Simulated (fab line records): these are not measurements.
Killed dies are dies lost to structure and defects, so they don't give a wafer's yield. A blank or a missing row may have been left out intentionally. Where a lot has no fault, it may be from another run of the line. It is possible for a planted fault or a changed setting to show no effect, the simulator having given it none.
fab line records ; flow n5Finfet
record lots=5; wafers=15; lastDay=16
route steps=1938 shown BEOL_M8@1379 PASSIVATION@1936
lots that met no fault: taken from a fault-free run of the same line
startH: hours from the record's opening day to when the first of the lot's shown wafers began ; waitH: time in hours since the lot's previous step ; " identical to the entry in the row above ; L1.1+2: a row that stands for several wafers ; - no value, or no start was given ; * or withheld: withheld ; < > ~ a bound
route shown NAME@n: NAME is a module with steps in the file, n the number in the route of the first one ; usual: the fault-free wafers' mean and standard deviation ; same: alike in all rows ; chamber/n: place in a boat ; sites: each site's reading ; _std_site: standard deviation of those values ; _edge_site: inner sites' mean taken away from outer sites' mean ; radiusMm: for every site, how far away it sits from the centre of the wafer ; mask NAME#n: copy n ; behind: the most recent tool/chamber to have shaped the wafer ; hold: what put the lot on hold/how long, in hours/how the hold closed ; device: which transistor (n, p or np) failed to switch ; end of line: tests run on the same wafers once the route is complete ; a step with no rows: only its recipe ; killed: at the first sort, the dies lost to defects and structure; wafer yield is something else ; map: the dies of a wafer, with x for killed, . for not killed, _ for no die there
set.NAME: the setting the step ran with; set.NAME@STEP: the setting that earlier step ran with ; model.NAME: the simulator's own value behind a step, which no gauge read
lots at selected steps of the route; one table per step, one row per wafer
services: the hour from which a tool's chamber was out of use, counted from the record's first day as startH (under 0 if before that day), plus the number of hours and why
## steps
# step N5_BEOL_M8_STRIP_80
# recipe chemistry=N2/H2; timeS=10; powerW=450; tempC=40; pressureMtorr=20; rfFrequencyHz=6e+07; biasPowerW=7; n2FlowSccm=200; h2FlowSccm=200
# usual drypumpMotorCurrentA=5.48/0.27; oesProductAu=0.81/0.098; rfVppV=59.2/0.88; showerheadPlenumPTorr=2.54/0.094; throttleValvePct=23.5/0.34
lot.wafer;tool;chamber;startH;waitH;drypumpMotorCurrentA;oesProductAu;rfHoursCounterH;rfVppV;showerheadPlenumPTorr;throttleValvePct
L191.1;rieDiel-04;3;-;-;5.23;0.72;192;59.7;2.54;23.8
L191.4;rieDiel-04;0;-;-;5.52;0.70;233;59.7;2.51;23.9
L191.6;rieDiel-04;3;-;-;5.22;0.72;-;58.4;2.54;23.8
L195.1;rieDiel-03;2;-;-;4.93;0.87;49;60.6;2.69;23.8
L195.2;rieDiel-03;1;-;-;5.85;0.94;10;59.6;2.60;23.8
L195.3;rieDiel-03;3;-;-;5.44;0.80;85;59.1;2.56;23.7
L204.3;rieDiel-01;2;-;-;5.78;0.71;226;58.8;2.40;23.6
L204.5;rieDiel-01;1;-;-;5.63;0.97;-;60.9;2.70;23.1
L204.6;rieDiel-01;2;-;-;5.79;0.71;-;57.7;2.40;23.6
L203.1;rieDiel-03;3;-;-;5.44;0.79;104;61.0;2.56;23.8
L203.3;rieDiel-03;0;-;-;5.85;0.87;55;58.6;2.58;23.3
L203.6;rieDiel-03;2;-;-;4.95;0.84;-;59.5;2.68;23.8
L205.1;rieDiel-03;2;-;-;4.96;0.85;68;58.8;2.68;23.8
L205.3;rieDiel-03;1;-;-;5.85;0.89;30;59.4;2.59;23.8
L205.6;rieDiel-03;2;-;-;4.95;0.85;-;59.5;2.68;23.8
# step N5_BEOL_M8_OCD_MEAS_38
# usual trenchDepthNm=93.5/2.2
lot.wafer;tool;chamber;startH;waitH;trenchDepthNm
L191.1;ocd-02;-;224.44;-;93.0
L191.4;ocd-02;-;224.44;-;90.6
L191.6;ocd-02;-;224.44;-;93.2
L195.1;ocd-01;-;269.85;-;96.6
L195.2;ocd-01;-;269.85;-;97.6
L195.3;ocd-01;-;269.85;-;94.5
L204.3;ocd-02;-;304.50;-;90.7
L204.5;ocd-02;-;304.50;-;93.2
L204.6;ocd-02;-;304.50;-;90.2
L203.1;ocd-02;-;325.36;-;93.3
L203.3;ocd-02;-;325.36;-;94.7
L203.6;ocd-02;-;325.36;-;95.8
L205.1;ocd-01;-;328.27;-;96.0
L205.3;ocd-01;-;328.27;-;96.6
L205.6;ocd-01;-;328.27;-;95.6
# step N5_BEOL_M8_HM_STRIP_39
# recipe chemistry=peroxideTinStrip; material=TiN; targetDepthA=250; tempC=50; timeS=158
# step N5_BEOL_M8_SRD_40
# recipe timeS=30; tempC=23; rinseLiquid=diw; dry=ipaMarangoni
# step N5_BEOL_M8_PRECLEAN_42
# recipe chemistry=residueRemover; timeS=60; tempC=40
# step N5_BEOL_M8_SRD_43
# recipe timeS=30; tempC=23; rinseLiquid=diw; dry=ipaMarangoni
# step N5_BEOL_M8_CD_MEAS_35
# recipe targetCdNm=40; polarity=opening
# usual cdNm=40.0/0.77
lot.wafer;tool;chamber;startH;waitH;cdNm
L191.1;cdSem-01;-;224.59;0.0;40.0
L191.4;cdSem-01;-;224.59;0.0;39.3
L191.6;cdSem-01;-;224.59;0.0;38.5
L195.1;cdSem-03;-;270.02;0.0;40.8
L195.2;cdSem-03;-;270.02;0.0;40.7
L195.3;cdSem-03;-;270.02;0.0;40.3
L204.3;cdSem-01;-;304.65;0.0;40.5
L204.5;cdSem-01;-;304.65;0.0;41.4
L204.6;cdSem-01;-;304.65;0.0;40.0
L203.1;cdSem-03;-;325.52;0.0;39.5
L203.3;cdSem-03;-;325.52;0.0;39.8
L203.6;cdSem-03;-;325.52;0.0;39.8
L205.1;cdSem-03;-;328.43;0.0;40.2
L205.3;cdSem-03;-;328.43;0.0;40.8
L205.6;cdSem-03;-;328.43;0.0;39.3
# step N5_BEOL_M8_CURE_75
# recipe tempC=370; timeS=120; ambient=DMADMS/He; material=SiCOH_lowk
# usual lampPowerPct=52.31/0.058; wafer_temp_C_max=371.6/0.5
lot.wafer;tool;chamber;startH;waitH;lampPowerPct;wafer_temp_C_max
L191.1;uvCure-01;2;224.70;0.1;52.29;372.3
L191.4;uvCure-01;2;224.70;0.1;52.29;372.1
L191.6;uvCure-01;2;224.70;0.1;52.34;372.5
L195.1;uvCure-01;2;270.06;0.0;52.33;371.7
L195.2;uvCure-01;2;270.06;0.0;52.33;371.9
L195.3;uvCure-01;2;270.06;0.0;52.35;371.9
L204.3;uvCure-03;1;304.79;0.1;52.33;370.5
L204.5;uvCure-03;1;304.79;0.1;52.33;371.1
L204.6;uvCure-03;1;304.79;0.1;52.28;371.1
L203.1;uvCure-02;1;325.56;0.0;52.36;372.1
L203.3;uvCure-02;1;325.56;0.0;52.26;371.8
L203.6;uvCure-02;1;325.56;0.0;52.18;371.6
L205.1;uvCure-01;2;328.55;0.1;52.26;371.7
L205.3;uvCure-01;2;328.55;0.1;52.30;373.2
L205.6;uvCure-01;2;328.55;0.1;52.35;372.5
# step N5_BEOL_M8_DEGAS_44
# recipe ambient=vacuum; tempC=250; timeS=60
# usual heaterPowerW=341/22
lot.wafer;tool;chamber;startH;waitH;heaterPowerW
L191.1;pvdSputter-02;-;225.04;0.3;335
L191.4;pvdSputter-02;-;225.04;0.3;344
L191.6;pvdSputter-02;-;225.04;0.3;324
L195.1;pvdSputter-01;-;270.41;0.3;312
L195.2;pvdSputter-01;-;270.41;0.3;331
L195.3;pvdSputter-01;-;270.41;0.3;345
L204.3;pvdSputter-01;-;305.39;0.6;313
L204.5;pvdSputter-01;-;305.39;0.6;363
L204.6;pvdSputter-01;-;305.39;0.6;332
L203.1;pvdSputter-01;-;326.26;0.6;334
L203.3;pvdSputter-01;-;326.26;0.6;335
L203.6;pvdSputter-01;-;326.26;0.6;336
L205.1;pvdSputter-01;-;329.02;0.4;347
L205.3;pvdSputter-01;-;329.02;0.4;332
L205.6;pvdSputter-01;-;329.02;0.4;358
# step N5_BEOL_M8_PRE_CLEAN_45
# recipe gas=H2/He; timeS=30; tempC=250
# usual heaterPowerW=342/21
lot.wafer;tool;chamber;startH;waitH;heaterPowerW
L191.1;pvdSputter-02;-;225.08;0.0;320
L191.4;pvdSputter-02;-;225.08;0.0;345
L191.6;pvdSputter-02;-;225.08;0.0;325
L195.1;pvdSputter-01;-;270.45;0.0;313
L195.2;pvdSputter-01;-;270.45;0.0;323
L195.3;pvdSputter-01;-;270.45;0.0;348
L204.3;pvdSputter-01;-;305.43;0.0;316
L204.5;pvdSputter-01;-;305.43;0.0;365
L204.6;pvdSputter-01;-;305.43;0.0;337
L203.1;pvdSputter-01;-;326.30;0.0;338
L203.3;pvdSputter-01;-;326.30;0.0;349
L203.6;pvdSputter-01;-;326.30;0.0;334
L205.1;pvdSputter-01;-;329.06;0.0;358
L205.3;pvdSputter-01;-;329.06;0.0;336
L205.6;pvdSputter-01;-;329.06;0.0;367
# step N5_BEOL_M8_ALD_77
# recipe material=TaN; targetThkA=20; tempC=275; aldPrecursorFamily=PDMAT; aldCoReactant=NH3; pressureTorr=3; carrierFlowSccm=1500; pulseTimeS=2; purgeTimeS=3; coReactantPurgeTimeS=2; coReactantPulseTimeS=3; aldCycles=40; precursorVesselTempC=75; precursorVesselPressureTorr=26.25; precursorVesselCarrierSccm=1000
# step N5_BEOL_M8_SURFACE_TREAT_79
# recipe gas=Ar; timeS=*; ionEnergyEv=*; ionCurrentMaCm2=0.5; pressureMtorr=*; arFlowSccm=30
# usual throttleValvePct=*
lot.wafer;tool;chamber;startH;waitH;throttleValvePct
L191.1;pvdSputter-01;-;225.63;0.2;*
L191.4;pvdSputter-01;-;225.63;0.2;*
L191.6;pvdSputter-01;-;225.63;0.2;*
L195.1;pvdSputter-01;-;270.99;0.2;*
L195.2;pvdSputter-01;-;270.99;0.2;*
L195.3;pvdSputter-01;-;270.99;0.2;*
L204.3;pvdSputter-01;-;305.99;0.3;*
L204.5;pvdSputter-01;-;305.99;0.3;*
L204.6;pvdSputter-01;-;305.99;0.3;*
L203.1;pvdSputter-03;-;327.15;0.6;*
L203.3;pvdSputter-03;-;327.15;0.6;*
L203.6;pvdSputter-03;-;327.15;0.6;*
L205.1;pvdSputter-02;-;329.51;0.3;*
L205.3;pvdSputter-02;-;329.51;0.3;*
L205.6;pvdSputter-02;-;329.51;0.3;*
# step N5_BEOL_M8_CVD_78
# recipe material=Co; targetThkA=20; tempC=withheld; precursor=CCTBA/H2; pressureTorr=30; timeS=142.3
# usual chamberPressureTorr=30.00/0.063; runLengthS=165.2/0.56
lot.wafer;tool;chamber;startH;waitH;chamberPressureTorr;runLengthS
L191.1;cvdCo-01;2;225.70;0.1;29.95;164.3
L191.4;cvdCo-01;1;225.70;0.1;30.02;166.1
L191.6;cvdCo-01;2;225.70;0.1;29.94;164.4
L195.1;cvdCo-02;1;271.05;0.0;30.03;164.5
L195.2;cvdCo-02;2;271.05;0.0;30.01;165.6
L195.3;cvdCo-02;0;271.05;0.0;29.85;165.4
L204.3;cvdCo-01;2;306.05;0.0;29.96;164.5
L204.5;cvdCo-01;1;306.05;0.0;29.90;165.7
L204.6;cvdCo-01;0;306.05;0.0;29.93;165.0
L203.1;cvdCo-02;2;327.44;0.3;29.80;165.3
L203.3;cvdCo-02;1;327.44;0.3;30.03;134.0
L203.6;cvdCo-02;0;327.44;0.3;30.03;165.7
L205.1;cvdCo-01;0;329.67;0.1;29.98;166.0
L205.3;cvdCo-01;1;329.67;0.1;30.16;165.2
L205.6;cvdCo-01;0;329.67;0.1;30.03;165.2
# step N5_BEOL_M8_SPUTTER_48
# recipe material=Cu; targetThkA=100; tempC=-20; biasV=60; powerW=26000; chamberPressurePa=0.13; timeS=1.667
# step N5_PASSIVATION_PROBE_49
# usual defectLimitedYield=91.3/1.4; killed_at_M0_to_M3=33/11; killed_at_M4_up=15/6.2; killedAtContacts=13/6.5; killedAtFrontEnd=38/11; killedAtOther=3.4/2.6; killedDies=102/17; killedOpen=67/12; killedShort=34/7.9; sort_bin_5_function=5.1/0.88; sort_bin_6_memory=3.3/0.65; sortNPass=1078/17; sortYieldPct=91.3/1.4
# same grossDies=1180; killedAtBackSide=0; sort_bin_4_leakage[%]=0; sort_bin_8_speed[%]=0
lot.wafer;tool;chamber;startH;waitH;defectLimitedYield[%];killed_at_M0_to_M3;killed_at_M4_up;killedAtContacts;killedAtFrontEnd;killedAtOther;killedDies;killedOpen;killedShort;sort_bin_5_function[%];sort_bin_6_memory[%];sortNPass;sortYieldPct[%]
L191.1;prober-02;-;294.95;0.0;92.0;26;11;33;24;0;94;69;24;5.3;2.6;1086;92.0
L191.4;prober-02;-;295.10;0.2;88.6;36;12;20;62;5;135;89;42;6.5;4.2;1045;88.6
L191.6;prober-02;-;295.20;0.3;91.4;27;16;17;36;6;102;61;36;4.7;3.2;1078;91.4
L195.1;prober-01;-;338.93;0.4;91.6;43;11;9;32;4;99;67;31;5.5;2.7;1081;91.6
L195.2;prober-01;-;338.98;0.4;93.6;42;8;7;18;1;76;58;18;4.6;1.7;1104;93.6
L195.3;prober-01;-;339.03;0.5;91.1;31;12;14;39;9;105;62;41;4.6;3.8;1075;91.1
L204.3;prober-01;-;369.40;0.1;92.3;17;10;8;54;2;91;62;29;4.3;3.3;1089;92.3
L204.5;prober-01;-;369.50;0.2;90.6;19;11;18;63;0;111;66;44;5.0;4.0;1069;90.6
L204.6;prober-01;-;369.55;0.3;91.6;30;9;18;42;0;99;73;25;5.4;2.6;1081;91.6
L205.1;prober-02;-;392.52;0.0;90.8;33;24;14;30;7;108;71;35;5.3;3.5;1072;90.8
L205.3;prober-02;-;392.62;0.1;91.3;18;25;18;38;4;103;74;28;4.7;3.9;1077;91.3
L205.6;prober-02;-;392.77;0.3;91.8;11;25;12;48;1;97;61;34;4.8;3.1;1083;91.8
L203.1;prober-01;-;394.00;0.0;89.4;20;24;26;51;4;125;80;44;6.4;3.9;1055;89.4
L203.3;prober-01;-;394.10;0.1;90.4;33;18;6;55;1;113;70;41;5.9;2.9;1067;90.4
L203.6;prober-01;-;394.25;0.3;90.9;23;9;17;55;3;107;74;33;5.4;3.4;1073;90.9
# killed by level:class
L191.1 MOL_CONTACT_COAG:geometricParticle:open=26 MOL_CONTACT_COAG:geometricParticle:short=7 BEOL_M3:geometricParticle:open=6 STI_FIN_REVEAL:geometricParticle:open=5 BEOL_M0_SAQP:geometricParticle:short=5 BEOL_M2:geometricParticle:open=5 FIN_SAQP:geometricParticle:open=3 DUMMY_GATE:geometricParticle:open=3
L191.4 STI_FIN_REVEAL:geometricParticle:open=16 MOL_CONTACT_COAG:geometricParticle:open=16 FIN_SAQP:geometricParticle:open=13 FIN_SAQP:geometricParticle:short=10 BEOL_M0_SAQP:geometricParticle:short=10 BEOL_M0_SAQP:geometricParticle:open=9 BEOL_M1:geometricParticle:open=7 DUMMY_GATE:geometricParticle:open=5
L191.6 MOL_CONTACT_COAG:geometricParticle:open=12 BEOL_M2:geometricParticle:open=10 FIN_SAQP:geometricParticle:open=5 STI_FIN_REVEAL:geometricParticle:open=5 MOL_CONTACT_COAG:geometricParticle:short=5 BEOL_M4:geometricParticle:short=5 FIN_SAQP:geometricParticle:short=4 STI_FIN_REVEAL:geometricParticle:short=4
L195.1 FIN_SAQP:geometricParticle:open=12 BEOL_M2:geometricParticle:open=12 MOL_CONTACT_COAG:geometricParticle:open=9 BEOL_M1:geometricParticle:open=9 BEOL_M0_SAQP:geometricParticle:short=8 STARTING-WAFER:geometricParticle:open=5 BEOL_M2:geometricParticle:short=4 BEOL_M3:geometricParticle:open=4
L195.2 BEOL_M1:geometricParticle:open=15 BEOL_M2:geometricParticle:open=7 MOL_CONTACT_COAG:geometricParticle:open=7 BEOL_M0_SAQP:geometricParticle:short=5 FIN_SAQP:geometricParticle:open=4 BEOL_M0_SAQP:geometricParticle:open=4 BEOL_M3:geometricParticle:open=4 STI_FIN_REVEAL:geometricParticle:open=3
L195.3 MOL_CONTACT_COAG:geometricParticle:open=12 BEOL_M1:geometricParticle:open=12 FIN_SAQP:geometricParticle:open=7 FIN_SAQP:geometricParticle:short=5 DUMMY_GATE:geometricParticle:open=5 BEOL_M0_SAQP:geometricParticle:short=5 BEOL_M2:geometricParticle:open=5 STARTING-WAFER:geometricParticle:short=5
L204.3 STI_FIN_REVEAL:geometricParticle:open=21 GATE_CUT:geometricParticle:short=9 FIN_SAQP:geometricParticle:short=8 MOL_CONTACT_COAG:geometricParticle:open=8 BEOL_M0_SAQP:geometricParticle:open=6 FIN_SAQP:geometricParticle:open=5 BEOL_M0_SAQP:geometricParticle:short=5 BEOL_M4:geometricParticle:open=4
L204.5 FIN_SAQP:geometricParticle:short=20 STI_FIN_REVEAL:geometricParticle:open=16 MOL_CONTACT_COAG:geometricParticle:open=16 FIN_SAQP:geometricParticle:open=9 BEOL_M4:geometricParticle:open=6 BEOL_M1:geometricParticle:open=4 BEOL_M0_SAQP:geometricParticle:open=4 BEOL_M1:geometricParticle:short=4
L204.6 MOL_CONTACT_COAG:geometricParticle:open=15 FIN_SAQP:geometricParticle:open=11 STI_FIN_REVEAL:geometricParticle:open=11 BEOL_M3:geometricParticle:open=10 FIN_SAQP:geometricParticle:short=7 BEOL_M1:geometricParticle:open=6 BEOL_M3:geometricParticle:short=4 ILD0:geometricParticle:open=3
L205.1 BEOL_M4:geometricParticle:open=13 MOL_CONTACT_COAG:geometricParticle:open=12 BEOL_M2:geometricParticle:open=11 GATE_CUT:geometricParticle:open=5 BEOL_M1:geometricParticle:open=5 BEOL_M4:geometricParticle:short=5 BEOL_M0_SAQP:geometricParticle:open=4 FIN_SAQP:geometricParticle:short=4
L205.3 MOL_CONTACT_COAG:geometricParticle:open=17 BEOL_M4:geometricParticle:open=15 GATE_CUT:geometricParticle:short=11 BEOL_M2:geometricParticle:open=11 GATE_CUT:geometricParticle:open=7 FIN_SAQP:geometricParticle:short=4 FIN_SAQP:geometricParticle:open=4 BEOL_M4:geometricParticle:short=4
L205.6 BEOL_M4:geometricParticle:open=15 MOL_CONTACT_COAG:geometricParticle:open=12 STI_FIN_REVEAL:geometricParticle:open=9 FIN_SAQP:geometricParticle:short=8 BEOL_M0_SAQP:geometricParticle:short=7 GATE_CUT:geometricParticle:short=5 STARTING-WAFER:geometricParticle:short=5 FIN_SAQP:geometricParticle:open=4
L203.1 MOL_CONTACT_COAG:geometricParticle:open=23 FIN_SAQP:geometricParticle:short=10 BEOL_M1:geometricParticle:open=9 BEOL_M4:geometricParticle:open=9 FIN_SAQP:geometricParticle:open=7 DUMMY_GATE:geometricParticle:open=6 GATE_CUT:geometricParticle:short=5 STI_FIN_REVEAL:geometricParticle:short=4
L203.3 FIN_SAQP:geometricParticle:short=24 FIN_SAQP:geometricParticle:open=15 BEOL_M4:geometricParticle:open=11 BEOL_M3:geometricParticle:open=8 BEOL_M0_SAQP:geometricParticle:short=7 BEOL_M0_SAQP:geometricParticle:open=7 MOL_CONTACT_COAG:geometricParticle:open=6 BEOL_M2:geometricParticle:open=6
L203.6 STI_FIN_REVEAL:geometricParticle:open=16 MOL_CONTACT_COAG:geometricParticle:open=13 FIN_SAQP:geometricParticle:short=11 FIN_SAQP:geometricParticle:open=9 BEOL_M1:geometricParticle:open=9 BEOL_M3:geometricParticle:open=5 MOL_CONTACT_COAG:geometricParticle:short=4 STARTING-WAFER:geometricParticle:open=4
## services
tool;chamber;startH;hours;kind
uvCure-01;-;213.00;2.1;pm
rieDiel-03;1;218.97;-;clean
rieDiel-03;1;218.97;-;consumableReplace:focusRing
rieDiel-03;1;218.97;17.2;scheduledDown
rieDiel-03;1;218.97;17.2;ventCycle
rieDiel-04;1;232.60;8.5;repair
cvdCo-02;-;235.74;1.7;repair
rieDiel-01;3;236.72;4.0;repair
rieDiel-01;1;259.55;-;clean
rieDiel-01;1;259.55;-;consumableReplace:focusRing
rieDiel-01;1;259.55;-;consumableReplace:showerhead
rieDiel-01;1;259.55;32.3;scheduledDown
rieDiel-01;1;259.55;32.3;ventCycle
rieDiel-04;2;262.52;29.1;repair
cvdCo-01;-;267.94;1.4;repair
uvCure-03;-;270.70;6.0;pm
uvCure-03;-;277.73;9.2;repair
rieDiel-03;0;285.15;18.7;repair
rieDiel-04;0;291.63;-;clean
rieDiel-04;0;291.63;-;consumableReplace:focusRing
rieDiel-04;0;291.63;22.6;scheduledDown
rieDiel-04;0;291.63;22.6;ventCycle
rieDiel-01;0;291.88;-;clean
rieDiel-01;0;291.88;-;consumableReplace:focusRing
## key
firstSign step=N5_BEOL_M8_CVD_78; reading=runLengthS; direction=down; sigmas=56; usual=*; struck=*
effect none on later readings
metAt N5_BEOL_M8_CVD_78
struckWafers L203.3
onsetBetween 271.05 327.44
fault kind=processParameterDrift; tool=cvdCo-02; chamber=-; onsetH=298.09; steps=N5_BEOL_M8_CVD_78; channel=timeS; offset=*; shape=step; endH=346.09; scope=struckWafersOnly; actsIn=*; stated=*
